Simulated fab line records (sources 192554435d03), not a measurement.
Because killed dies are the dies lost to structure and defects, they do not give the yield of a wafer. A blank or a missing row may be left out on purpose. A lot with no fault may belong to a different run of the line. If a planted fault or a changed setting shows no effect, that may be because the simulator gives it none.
fab line records	flow n5-finfet
record: lots: 24	wafers: 72	last-day: 17
route steps=1938 shown BEOL_M1@767
lots untouched by any fault: they come from a run of this same line in which no faults occurred
start-h: start of the lot's first displayed wafer, in hours after the record's first day	wait-h: how many hours have passed since the lot's step before this one	" as in the row above	L1.1+2: a single row standing in for several wafers	- either no value or no given start	* or withheld: withheld	< > ~ a bound
route shown NAME@n: names a module that has steps shown in the file, with the first one's number in the route	usual: mean/standard deviation taken from wafers without a fault	same: alike in all rows	chamber/n: place in a boat	sites: readings site by site	_std_site: how widely they spread, as a standard deviation	_edge_site: inner sites' mean taken away from outer sites' mean	radius-mm: how far each site lies from the wafer's centre	mask NAME#n: copy n	behind: the most recent tool/chamber to have shaped the wafer	hold: reason for holding the lot/hours on hold/outcome of the hold	device: whichever transistor did not switch (one of n, p or np)	end of line: tests of these same wafers at the route's end	a step without rows: its recipe alone	killed: dies lost to structure and defects at the first sort, not the wafer's yield	map: dies across one wafer; x = killed, . = not, _ = none there
set.NAME: the setting as run; set.NAME@STEP: as run at that earlier step	model.NAME: the simulator's own value behind a step, which no gauge read
steps of the route over a sample of lots; a table a step, a row a wafer
services: a tool's chamber out of use, with start hour (start-h, from the record's first day; less than 0 if before it), hours out, and reason
== steps ==
step: N5_BEOL_M1_DESCUM_16
recipe: chemistry: O2	time-s: 7	source-power-w: 50	bias-power-w: 20	pressure-mtorr: 20	rf-frequency-hz: 2.712e+07	temp-c: 40	resist: CAR-EUV	o2-flow-sccm: 225
usual: drypump-motor-current-A: 5.6/0.32	oes-product-au: 0.76/0.055	rf-vpp-V: 241.8/1.6	showerhead-plenum-p-Torr: 2.02/0.087	throttle-valve-pct: 20.34/0.17
lot.wafer	tool	chamber	start-h	wait-h	drypump-motor-current-A	oes-product-au	rf-hours-counter-h	rf-vpp-V	showerhead-plenum-p-Torr	throttle-valve-pct
L074.3	rie-diel-03	1	118.84	0.0	6.1	0.91	23	241.9	2.06	20.26
L074.4	"	0	"	"	5.4	0.78	119	240.2	1.94	20.46
L074.6	"	0	"	"	5.4	0.78	-	241.3	1.94	20.45
L075.3	rie-diel-03	3	128.00	0.0	5.3	0.73	186	241.8	1.98	20.40
L075.4	"	2	"	"	5.4	0.79	118	240.4	1.94	20.24
L075.5	"	3	"	"	5.3	0.73	-	242.6	1.98	20.40
L076.2	rie-diel-03	1	138.98	0.2	6.1	0.91	30	241.2	2.06	20.28
L076.5	"	2	"	"	5.4	0.78	-	239.9	1.94	20.26
L076.6	"	3	"	"	5.3	0.72	-	241.0	1.98	20.42
L077.1	rie-diel-03	3	139.43	0.1	5.3	0.72	191	241.6	1.98	20.40
L077.4	"	1	"	"	6.1	0.91	30	243.9	2.06	20.29
L077.5	"	0	"	"	5.4	0.79	-	241.1	1.94	20.48
L078.2	rie-diel-01	0	147.68	0.1	5.7	0.83	74	241.5	2.13	20.10
L078.5	"	1	"	"	6.0	0.75	-	245.6	2.19	20.24
L078.6	"	0	"	"	5.7	0.83	-	243.5	2.13	20.09
L079.2	rie-diel-01	1	152.26	0.7	5.9	0.74	166	245.5	2.19	20.24
L079.3	"	0	"	"	5.7	0.82	76	242.9	2.13	20.11
L079.6	"	0	"	"	5.7	0.83	-	244.2	2.13	20.09
L080.2	rie-diel-01	2	161.97	0.0	5.7	0.80	112	244.3	2.11	20.08
L080.3	"	3	"	"	5.6	0.77	138	242.4	1.93	20.50
L080.4	"	2	"	"	5.7	0.79	-	244.5	2.11	20.07
L081.1	rie-diel-03	0	162.14	0.0	5.5	0.76	133	240.3	1.93	20.47
L081.3	"	1	"	"	6.1	0.89	37	242.5	2.06	20.27
L081.4	"	2	"	"	5.4	0.78	129	241.2	1.94	20.26
L083.1	rie-diel-01	2	168.99	0.0	5.7	0.79	115	243.9	2.11	20.07
L083.5	"	3	"	"	5.6	0.77	-	241.0	1.92	20.50
L083.6	"	1	"	"	6.0	0.73	-	244.3	2.19	20.26
L082.2	rie-diel-04	1	171.61	0.0	5.1	0.71	213	241.3	1.99	20.75
L082.3	"	3	"	"	6.0	0.78	123	241.3	2.02	20.18
L082.4	"	0	"	"	5.2	0.69	230	241.8	2.07	20.39
L084.1	rie-diel-01	1	182.17	0.1	6.0	0.73	176	244.7	2.18	20.27
L084.5	"	3	"	"	5.5	0.77	-	240.5	1.92	20.52
L084.6	"	2	"	"	5.7	0.79	-	244.0	2.11	20.09
L085.2	rie-diel-04	2	191.81	0.4	5.8	0.74	144	241.7	1.93	20.28
L085.3	"	3	"	"	6.0	0.76	129	240.5	2.02	20.19
L085.4	"	0	"	"	5.2	0.68	236	241.3	2.06	20.39
L086.2	rie-diel-03	2	199.12	0.4	5.4	0.76	141	241.2	1.93	20.27
L086.3	"	3	"	"	5.3	0.70	209	240.1	1.98	20.44
L086.6	"	0	"	"	5.4	0.76	-	239.3	1.93	20.48
L087.2	rie-diel-03	2	205.21	0.0	5.4	0.76	143	239.9	1.93	20.28
L087.4	"	0	"	"	5.5	0.76	146	239.9	1.93	20.49
L087.5	"	2	"	"	5.4	0.76	-	240.3	1.93	20.30
L088.3	rie-diel-01	0	213.78	0.0	5.7	0.81	87	244.0	2.13	20.12
L088.4	"	1	"	"	6.0	0.72	186	244.0	2.18	20.27
L088.6	"	2	"	"	5.7	0.77	-	243.1	2.11	20.09
L089.2	rie-diel-04	2	220.00	0.0	5.8	0.74	152	240.5	1.92	20.30
L089.5	"	0	"	"	5.2	0.68	-	244.6	2.06	20.41
L089.6	"	1	"	"	5.1	0.71	-	239.7	1.98	20.78
L091.2	rie-diel-04	2	223.45	0.5	5.8	0.74	154	239.2	1.92	20.30
L091.5	"	0	"	"	5.2	0.69	-	241.4	2.06	20.43
L091.6	"	1	"	"	5.1	0.70	-	240.8	1.98	20.77
L090.1	rie-diel-04	2	223.67	0.4	5.8	0.74	154	238.7	1.92	20.30
L090.5	"	2	"	"	5.8	0.74	-	240.0	1.92	20.31
L090.6	"	3	"	"	6.0	0.77	-	242.5	2.02	20.21
L092.1	rie-diel-03	1	241.77	0.0	6.1	0.87	58	244.1	2.05	20.30
L092.2	"	0	"	"	5.5	0.76	153	238.5	1.93	20.50
L092.4	"	3	"	"	5.3	0.70	217	242.4	1.97	20.45
L093.1	rie-diel-01	0	241.87	0.0	5.7	0.79	98	243.4	2.12	20.12
L093.3	"	1	"	"	6.0	0.71	196	242.6	2.18	20.29
L093.6	"	0	"	"	5.7	0.80	-	243.3	2.12	20.14
L094.2	rie-diel-03	2	241.99	0.1	5.4	0.76	150	240.6	1.93	20.30
L094.4	"	0	"	"	5.5	0.75	153	239.7	1.93	20.52
L094.5	"	0	"	"	5.5	0.75	-	240.9	1.93	20.49
L095.4	rie-diel-03	3	252.05	0.1	5.3	0.69	221	240.9	1.97	20.45
L095.5	"	1	"	"	6.1	0.86	-	242.2	2.05	20.32
L095.6	"	2	"	"	5.4	0.74	-	238.7	1.93	20.29
L096.2	rie-diel-04	2	252.47	0.0	5.8	0.73	166	240.0	1.92	20.33
L096.4	"	2	"	"	5.8	0.73	-	239.8	1.92	20.33
L096.6	"	1	"	"	5.1	0.70	-	242.0	1.98	20.79
L097.4	rie-diel-01	3	259.90	0.0	5.5	0.73	-	239.2	1.91	20.56
L097.5	"	0	"	"	5.7	0.79	-	243.4	2.12	20.13
L097.6	"	1	"	"	6.0	0.72	-	244.3	2.17	20.31
step: N5_BEOL_M1_HM_OPEN_17
recipe: chemistry: Cl2/BCl3	target-depth-a: 200	overetch-a: 60	target: TiN	mask-material: SOC	ion-energy-ev: 150	pressure-mtorr: 10	icp-w: 1000	bias-w: 126	Cl2_flow_sccm: 53.25	bcl3-flow-sccm: 21.75	Ar_flow_sccm: 25
usual: drypump-motor-current-A: 5.7/0.56	oes-product-au: 0.59/0.083	throttle-valve-pct: 22.14/0.24
lot.wafer	tool	chamber	start-h	wait-h	drypump-motor-current-A	oes-product-au	rf-hours-counter-h	throttle-valve-pct
L074.3	rie-metal-01	1	119.12	0.1	5.2	0.52	-	22.24
L074.4	"	0	"	"	6.7	0.70	-	21.82
L074.6	"	0	"	"	6.7	0.70	-	21.81
L075.3	rie-metal-03	0	128.28	0.1	5.5	0.56	-	22.39
L075.4	"	1	"	"	5.6	0.54	-	22.31
L075.5	"	1	"	"	5.7	0.54	-	22.32
L076.2	rie-metal-01	1	139.23	0.0	5.2	0.51	125	22.25
L076.5	"	1	"	"	5.2	0.51	-	22.25
L076.6	"	0	"	"	6.8	0.70	-	21.80
L077.1	rie-metal-03	1	139.67	0.0	5.7	0.53	120	22.33
L077.4	"	1	"	"	5.7	0.53	-	22.32
L077.5	"	0	"	"	5.5	0.56	-	22.42
L078.2	rie-metal-02	1	147.93	0.0	5.4	0.74	12	22.02
L078.5	"	1	"	"	5.3	0.73	-	22.03
L078.6	"	0	"	"	5.6	0.55	-	21.87
L079.2	rie-metal-01	1	152.51	0.0	5.2	0.51	126	22.26
L079.3	"	1	"	"	5.2	0.52	-	22.26
L079.6	"	1	"	"	5.2	0.52	-	22.24
L080.2	rie-metal-02	0	162.22	0.0	5.6	0.54	117	21.90
L080.3	"	1	"	"	5.3	0.72	-	22.04
L080.4	"	0	"	"	5.6	0.54	-	21.90
L081.1	rie-metal-01	1	162.39	0.0	5.2	0.50	128	22.28
L081.3	"	0	"	"	6.8	0.68	-	21.83
L081.4	"	1	"	"	5.2	0.51	-	22.26
L083.1	rie-metal-01	1	169.24	0.0	5.2	0.51	128	22.26
L083.5	"	0	"	"	6.7	0.69	-	21.83
L083.6	"	1	"	"	5.2	0.51	-	22.24
L082.2	rie-metal-02	0	171.86	0.0	5.6	0.54	117	21.89
L082.3	"	0	"	"	5.5	0.54	-	21.88
L082.4	"	1	"	"	5.3	0.72	-	22.04
L084.1	rie-metal-03	1	182.42	0.0	5.7	0.52	124	22.33
L084.5	"	0	"	"	5.4	0.55	-	22.41
L084.6	"	1	"	"	5.7	0.53	-	22.34
L085.2	rie-metal-01	0	192.06	0.0	6.7	0.69	33	21.83
L085.3	"	0	"	"	6.8	0.68	-	21.82
L085.4	"	1	"	"	5.2	0.51	-	22.27
L086.2	rie-metal-01	0	199.36	0.0	6.8	0.68	34	21.82
L086.3	"	1	"	"	5.2	0.51	-	22.27
L086.6	"	0	"	"	6.8	0.68	-	21.83
L087.2	rie-metal-02	0	205.46	0.0	5.6	0.54	121	21.89
L087.4	"	1	"	"	5.4	0.71	-	22.04
L087.5	"	0	"	"	5.6	0.55	-	21.88
L088.3	rie-metal-03	1	214.06	0.1	5.7	0.53	-	22.33
L088.4	"	0	"	"	5.4	0.56	-	22.41
L088.6	"	0	"	"	5.4	0.56	-	22.41
L089.2	rie-metal-03	1	220.25	0.0	5.7	0.53	129	22.34
L089.5	"	1	"	"	5.7	0.53	-	22.33
L089.6	"	0	"	"	5.5	0.55	-	22.44
L091.2	rie-metal-03	1	223.69	0.0	5.7	0.52	129	22.34
L091.5	"	1	"	"	5.7	0.52	-	22.36
L091.6	"	0	"	"	5.4	0.55	-	22.42
L090.1	rie-metal-01	0	223.92	0.0	6.8	0.68	36	21.85
L090.5	"	0	"	"	6.7	0.68	-	21.84
L090.6	"	0	"	"	6.8	0.67	-	21.84
L092.1	rie-metal-02	1	242.01	0.0	5.4	0.70	21	22.07
L092.2	"	0	"	"	5.6	0.53	124	21.91
L092.4	"	0	"	"	5.6	0.53	-	21.91
L093.1	rie-metal-03	0	242.11	0.0	5.4	0.55	110	22.42
L093.3	"	0	"	"	5.4	0.55	-	22.43
L093.6	"	0	"	"	5.4	0.55	-	22.43
L094.2	rie-metal-02	0	242.24	0.0	5.6	0.54	124	21.89
L094.4	"	1	"	"	5.3	0.70	-	22.05
L094.5	"	0	"	"	5.6	0.53	-	21.91
L095.4	rie-metal-03	0	252.39	0.1	5.4	0.54	-	22.45
L095.5	"	0	"	"	5.4	0.55	-	22.44
L095.6	"	0	"	"	5.4	0.54	-	22.45
L096.2	rie-metal-03	0	252.74	0.1	5.5	0.55	-	22.43
L096.4	"	0	"	"	5.4	0.54	-	22.43
L096.6	"	0	"	"	5.4	0.54	-	22.42
L097.4	rie-metal-01	1	260.30	0.2	5.2	0.81	-	22.08
L097.5	"	1	"	"	5.2	0.81	-	22.09
L097.6	"	0	"	"	6.8	0.66	-	21.85
step: N5_BEOL_M1_SURFACE_TREAT_85
recipe: gas: Ar	time-s: *	ion-energy-ev: *	ion-current-ma-cm2: 0.5	pressure-mtorr: *	ar-flow-sccm: 30
usual: throttle-valve-pct: *
lot.wafer	tool	chamber	start-h	wait-h	throttle-valve-pct
L074.3	pvd-sputter-02	-	124.95	0.2	*
L074.4	"	-	"	"	*
L074.6	"	-	"	"	*
L075.3	pvd-sputter-01	-	134.61	0.2	*
L075.4	"	-	"	"	*
L075.5	"	-	"	"	*
L076.2	pvd-sputter-01	-	143.63	0.1	*
L076.5	"	-	"	"	*
L076.6	"	-	"	"	*
L077.1	pvd-sputter-03	-	143.89	0.2	*
L077.4	"	-	"	"	*
L077.5	"	-	"	"	*
L078.2	pvd-sputter-02	-	151.08	0.2	*
L078.5	"	-	"	"	*
L078.6	"	-	"	"	*
L079.2	pvd-sputter-01	-	155.15	0.1	*
L079.3	"	-	"	"	*
L079.6	"	-	"	"	*
L080.2	pvd-sputter-02	-	165.70	0.1	*
L080.3	"	-	"	"	*
L080.4	"	-	"	"	*
L081.1	pvd-sputter-02	-	168.58	0.1	*
L081.3	"	-	"	"	*
L081.4	"	-	"	"	*
L083.1	pvd-sputter-02	-	175.88	0.2	*
L083.5	"	-	"	"	*
L083.6	"	-	"	"	*
L082.2	pvd-sputter-02	-	176.04	0.1	*
L082.3	"	-	"	"	*
L082.4	"	-	"	"	*
L084.1	pvd-sputter-03	-	187.89	0.2	*
L084.5	"	-	"	"	*
L084.6	"	-	"	"	*
L085.2	pvd-sputter-03	-	195.21	0.1	*
L085.3	"	-	"	"	*
L085.4	"	-	"	"	*
L086.2	pvd-sputter-01	-	202.26	0.1	*
L086.3	"	-	"	"	*
L086.6	"	-	"	"	*
L087.2	pvd-sputter-01	-	208.61	0.2	*
L087.4	"	-	"	"	*
L087.5	"	-	"	"	*
L088.3	pvd-sputter-03	-	216.75	0.1	*
L088.4	"	-	"	"	*
L088.6	"	-	"	"	*
L089.2	pvd-sputter-03	-	222.63	0.2	*
L089.5	"	-	"	"	*
L089.6	"	-	"	"	*
L091.2	pvd-sputter-02	-	228.99	0.3	*
L091.5	"	-	"	"	*
L091.6	"	-	"	"	*
L090.1	pvd-sputter-02	-	231.45	0.2	*
L090.5	"	-	"	"	*
L090.6	"	-	"	"	*
L093.1	pvd-sputter-02	-	244.38	0.1	*
L093.3	"	-	"	"	*
L093.6	"	-	"	"	*
L092.1	pvd-sputter-02	-	244.54	0.1	*
L092.2	"	-	"	"	*
L092.4	"	-	"	"	*
L094.2	pvd-sputter-03	-	244.55	0.1	*
L094.4	"	-	"	"	*
L094.5	"	-	"	"	*
L096.2	pvd-sputter-02	-	259.51	0.1	*
L096.4	"	-	"	"	*
L096.6	"	-	"	"	*
L095.4	pvd-sputter-02	-	259.78	0.2	*
L095.5	"	-	"	"	*
L095.6	"	-	"	"	*
L097.4	pvd-sputter-01	-	264.97	1.1	*
L097.5	"	-	"	"	*
L097.6	"	-	"	"	*
step: N5_BEOL_M1_ANNEAL_89
recipe: temp-c: 400	time-s: 240	ambient: vacuum
usual: heater-power-w: 869/110	susceptor-temp-C: 400.01/0.21
lot.wafer	tool	chamber	start-h	wait-h	heater-power-w	susceptor-temp-C
L074.3	pvd-sputter-02	-	126.51	0.0	849	399.78
L074.4	"	-	"	"	812	399.61
L074.6	"	-	"	"	844	400.20
L075.3	pvd-sputter-02	-	136.06	0.0	831	400.10
L075.4	"	-	"	"	840	399.77
L075.5	"	-	"	"	725	400.05
L076.2	pvd-sputter-03	-	144.93	0.0	939	400.00
L076.5	"	-	"	"	893	399.97
L076.6	"	-	"	"	797	400.23
L077.1	pvd-sputter-01	-	145.27	0.0	918	400.23
L077.4	"	-	"	"	828	399.98
L077.5	"	-	"	"	916	399.62
L078.2	pvd-sputter-01	-	152.35	0.0	821	400.03
L078.5	"	-	"	"	833	400.07
L078.6	"	-	"	"	919	400.17
L079.2	pvd-sputter-02	-	156.33	0.0	841	399.90
L079.3	"	-	"	"	812	400.36
L079.6	"	-	"	"	828	400.46
L080.2	pvd-sputter-03	-	166.94	0.0	811	399.66
L080.3	"	-	"	"	979	399.83
L080.4	"	-	"	"	854	400.07
L081.1	pvd-sputter-03	-	169.78	0.0	790	399.91
L081.3	"	-	"	"	869	399.92
L081.4	"	-	"	"	1170	400.04
L083.1	pvd-sputter-02	-	177.20	0.0	710	399.75
L083.5	"	-	"	"	716	400.08
L083.6	"	-	"	"	803	399.85
L082.2	pvd-sputter-03	-	177.41	0.0	820	399.83
L082.3	"	-	"	"	890	399.95
L082.4	"	-	"	"	981	400.11
L084.1	pvd-sputter-01	-	189.28	0.0	905	400.01
L084.5	"	-	"	"	901	400.31
L084.6	"	-	"	"	910	399.89
L085.2	pvd-sputter-03	-	196.39	0.0	779	400.24
L085.3	"	-	"	"	881	399.93
L085.4	"	-	"	"	1183	400.11
L086.2	pvd-sputter-01	-	203.45	0.0	895	399.89
L086.3	"	-	"	"	798	399.85
L086.6	"	-	"	"	850	399.81
L087.2	pvd-sputter-02	-	209.90	0.0	708	399.95
L087.4	"	-	"	"	844	400.03
L087.5	"	-	"	"	825	400.02
L088.3	pvd-sputter-02	-	218.26	0.0	695	400.53
L088.4	"	-	"	"	801	400.20
L088.6	"	-	"	"	711	400.33
L089.2	pvd-sputter-03	-	224.05	0.0	1002	400.22
L089.5	"	-	"	"	1172	400.09
L089.6	"	-	"	"	801	399.82
L091.2	pvd-sputter-02	-	230.19	0.0	702	400.25
L091.5	"	-	"	"	820	400.14
L091.6	"	-	"	"	712	400.01
L090.1	pvd-sputter-02	-	232.65	0.0	824	400.01
L090.5	"	-	"	"	848	399.60
L090.6	"	-	"	"	851	399.59
L093.1	pvd-sputter-01	-	245.56	0.0	913	399.96
L093.3	"	-	"	"	903	400.35
L093.6	"	-	"	"	925	399.74
L092.1	pvd-sputter-03	-	245.72	0.0	1187	399.99
L092.2	"	-	"	"	973	400.22
L092.4	"	-	"	"	892	399.91
L094.2	pvd-sputter-02	-	245.80	0.0	859	400.17
L094.4	"	-	"	"	825	400.02
L094.5	"	-	"	"	858	399.77
L096.2	pvd-sputter-02	-	260.78	0.0	856	399.70
L096.4	"	-	"	"	802	399.84
L096.6	"	-	"	"	861	399.72
L095.4	pvd-sputter-01	-	261.04	0.0	920	400.24
L095.5	"	-	"	"	905	399.96
L095.6	"	-	"	"	932	400.56
L097.4	pvd-sputter-02	-	266.24	0.0	803	400.24
L097.5	"	-	"	"	854	399.96
L097.6	"	-	"	"	873	400.00
step: N5_BEOL_M1_ANNEAL_91
recipe: temp-c: 400	time-s: 240	ambient: vacuum
usual: heater-power-w: 870/110	susceptor-temp-C: 400.01/0.21
lot.wafer	tool	chamber	start-h	wait-h	heater-power-w	susceptor-temp-C
L074.3	pvd-sputter-02	-	126.73	0.0	866	400.10
L074.4	"	-	"	"	820	399.78
L074.6	"	-	"	"	863	400.03
L075.3	pvd-sputter-02	-	136.28	0.0	841	399.88
L075.4	"	-	"	"	857	400.09
L075.5	"	-	"	"	682	400.24
L076.2	pvd-sputter-03	-	145.15	0.0	989	399.80
L076.5	"	-	"	"	875	400.44
L076.6	"	-	"	"	760	400.01
L077.1	pvd-sputter-01	-	145.49	0.0	935	400.25
L077.4	"	-	"	"	844	400.03
L077.5	"	-	"	"	912	399.93
L078.2	pvd-sputter-01	-	152.57	0.0	807	399.89
L078.5	"	-	"	"	830	399.98
L078.6	"	-	"	"	948	400.00
L079.2	pvd-sputter-02	-	156.55	0.0	857	399.89
L079.3	"	-	"	"	815	399.98
L079.6	"	-	"	"	837	399.91
L080.2	pvd-sputter-03	-	167.16	0.0	771	399.88
L080.3	"	-	"	"	975	399.67
L080.4	"	-	"	"	884	399.88
L081.1	pvd-sputter-03	-	170.00	0.0	775	399.87
L081.3	"	-	"	"	878	400.38
L081.4	"	-	"	"	1191	400.16
L083.1	pvd-sputter-02	-	177.42	0.0	708	399.73
L083.5	"	-	"	"	706	400.09
L083.6	"	-	"	"	828	399.94
L082.2	pvd-sputter-03	-	177.65	0.0	786	400.10
L082.3	"	-	"	"	867	399.68
L082.4	"	-	"	"	991	399.65
L084.1	pvd-sputter-01	-	189.50	0.0	919	399.94
L084.5	"	-	"	"	905	400.02
L084.6	"	-	"	"	907	400.14
L085.2	pvd-sputter-03	-	196.61	0.0	802	399.66
L085.3	"	-	"	"	873	400.02
L085.4	"	-	"	"	1193	399.59
L086.2	pvd-sputter-01	-	203.67	0.0	918	400.12
L086.3	"	-	"	"	811	400.45
L086.6	"	-	"	"	831	399.82
L087.2	pvd-sputter-02	-	210.12	0.0	701	400.04
L087.4	"	-	"	"	840	400.28
L087.5	"	-	"	"	809	399.95
L088.3	pvd-sputter-02	-	218.48	0.0	711	400.10
L088.4	"	-	"	"	818	400.06
L088.6	"	-	"	"	706	400.13
L089.2	pvd-sputter-03	-	224.27	0.0	988	399.99
L089.5	"	-	"	"	1209	400.08
L089.6	"	-	"	"	781	399.74
L091.2	pvd-sputter-02	-	230.41	0.0	710	399.95
L091.5	"	-	"	"	835	400.68
L091.6	"	-	"	"	695	400.22
L090.1	pvd-sputter-02	-	232.87	0.0	812	400.12
L090.5	"	-	"	"	818	400.11
L090.6	"	-	"	"	875	400.16
L093.1	pvd-sputter-01	-	245.78	0.0	904	400.00
L093.3	"	-	"	"	912	399.95
L093.6	"	-	"	"	888	400.09
L092.1	pvd-sputter-03	-	245.94	0.0	1184	400.04
L092.2	"	-	"	"	1006	399.73
L092.4	"	-	"	"	871	399.98
L094.2	pvd-sputter-02	-	246.02	0.0	859	399.68
L094.4	"	-	"	"	811	400.35
L094.5	"	-	"	"	867	400.18
L096.2	pvd-sputter-02	-	261.00	0.0	858	399.93
L096.4	"	-	"	"	814	399.75
L096.6	"	-	"	"	844	399.96
L095.4	pvd-sputter-01	-	261.26	0.0	904	399.88
L095.5	"	-	"	"	913	400.09
L095.6	"	-	"	"	912	400.02
L097.4	pvd-sputter-02	-	266.46	0.0	824	399.79
L097.5	"	-	"	"	856	399.67
L097.6	"	-	"	"	883	399.96
step: N5_BEOL_M1_ANNEAL_95
recipe: temp-c: 400	time-s: 240	ambient: vacuum
usual: heater-power-w: 870/110	susceptor-temp-C: 400.02/0.23
lot.wafer	tool	chamber	start-h	wait-h	heater-power-w	susceptor-temp-C
L074.3	pvd-sputter-02	-	127.17	0.0	848	400.45
L074.4	"	-	"	"	800	400.38
L074.6	"	-	"	"	889	400.30
L075.3	pvd-sputter-02	-	136.72	0.0	836	400.25
L075.4	"	-	"	"	876	400.06
L075.5	"	-	"	"	696	400.33
L076.2	pvd-sputter-03	-	145.59	0.0	1005	400.17
L076.5	"	-	"	"	883	400.15
L076.6	"	-	"	"	803	399.59
L077.1	pvd-sputter-01	-	145.93	0.0	915	399.95
L077.4	"	-	"	"	851	400.33
L077.5	"	-	"	"	927	399.93
L078.2	pvd-sputter-01	-	153.01	0.0	836	399.89
L078.5	"	-	"	"	845	399.89
L078.6	"	-	"	"	929	400.04
L079.2	pvd-sputter-02	-	156.99	0.0	836	400.04
L079.3	"	-	"	"	819	399.63
L079.6	"	-	"	"	797	399.73
L080.2	pvd-sputter-03	-	167.60	0.0	793	400.56
L080.3	"	-	"	"	988	400.22
L080.4	"	-	"	"	904	400.00
L081.1	pvd-sputter-03	-	170.44	0.0	797	400.23
L081.3	"	-	"	"	870	399.99
L081.4	"	-	"	"	1170	399.84
L083.1	pvd-sputter-02	-	177.86	0.0	720	399.95
L083.5	"	-	"	"	686	399.91
L083.6	"	-	"	"	836	399.95
L082.2	pvd-sputter-03	-	178.13	0.0	771	400.35
L082.3	"	-	"	"	893	400.33
L082.4	"	-	"	"	976	400.17
L084.1	pvd-sputter-01	-	189.94	0.0	919	400.45
L084.5	"	-	"	"	916	399.98
L084.6	"	-	"	"	915	400.41
L085.2	pvd-sputter-03	-	197.05	0.0	780	399.97
L085.3	"	-	"	"	872	399.98
L085.4	"	-	"	"	1172	400.08
L086.2	pvd-sputter-01	-	204.11	0.0	907	399.92
L086.3	"	-	"	"	820	399.84
L086.6	"	-	"	"	832	400.31
L087.2	pvd-sputter-02	-	210.56	0.0	700	399.79
L087.4	"	-	"	"	867	400.06
L087.5	"	-	"	"	819	399.89
L088.3	pvd-sputter-02	-	218.92	0.0	702	399.24
L088.4	"	-	"	"	806	400.12
L088.6	"	-	"	"	698	399.40
L089.2	pvd-sputter-03	-	224.71	0.0	989	399.75
L089.5	"	-	"	"	1161	400.01
L089.6	"	-	"	"	786	400.54
L091.2	pvd-sputter-02	-	230.85	0.0	724	399.92
L091.5	"	-	"	"	815	399.84
L091.6	"	-	"	"	702	400.01
L090.1	pvd-sputter-02	-	233.31	0.0	815	400.11
L090.5	"	-	"	"	866	400.23
L090.6	"	-	"	"	854	400.02
L093.1	pvd-sputter-01	-	246.22	0.0	948	399.83
L093.3	"	-	"	"	925	400.11
L093.6	"	-	"	"	927	399.77
L092.1	pvd-sputter-03	-	246.38	0.0	1190	399.84
L092.2	"	-	"	"	990	400.16
L092.4	"	-	"	"	897	400.10
L094.2	pvd-sputter-02	-	246.46	0.0	844	399.78
L094.4	"	-	"	"	807	399.74
L094.5	"	-	"	"	855	400.14
L096.2	pvd-sputter-02	-	261.44	0.0	846	400.12
L096.4	"	-	"	"	779	399.44
L096.6	"	-	"	"	844	400.13
L095.4	pvd-sputter-01	-	261.70	0.0	914	400.11
L095.5	"	-	"	"	914	400.00
L095.6	"	-	"	"	908	399.87
L097.4	pvd-sputter-02	-	266.90	0.0	833	399.87
L097.5	"	-	"	"	832	400.39
L097.6	"	-	"	"	875	400.24
== services ==
tool	chamber	start-h	hours	kind
rie-metal-02	1	98.60	8.7	repair
pvd-sputter-01	-	120.55	3.7	repair
rie-diel-01	3	135.21	3.0	repair
rie-diel-04	0	154.84	11.5	repair
pvd-sputter-01	-	158.45	0.9	repair
rie-diel-01	-	181.01	0.5	repair
rie-metal-01	0	192.64	4.8	repair
rie-metal-01	-	199.62	14.6	pm
rie-diel-03	-	211.39	14.6	pm
rie-metal-01	1	214.22	-	clean
rie-metal-01	1	214.22	24.1	scheduled-down
rie-metal-01	1	214.22	24.1	vent-cycle
rie-diel-01	3	230.17	3.4	repair
rie-diel-04	0	234.21	-	clean
rie-diel-04	0	234.21	-	consumable-replace:focus-ring
rie-metal-03	1	239.36	5.0	repair
rie-metal-03	1	244.78	-	clean
rie-metal-03	1	244.78	18.0	scheduled-down
rie-metal-03	1	244.78	18.0	vent-cycle
rie-metal-02	0	249.36	7.9	repair
rie-metal-01	-	251.04	0.7	repair
rie-diel-04	-	254.83	0.1	repair
rie-diel-01	2	256.39	8.1	repair
rie-diel-01	1	260.87	12.6	repair
== key ==
fault none
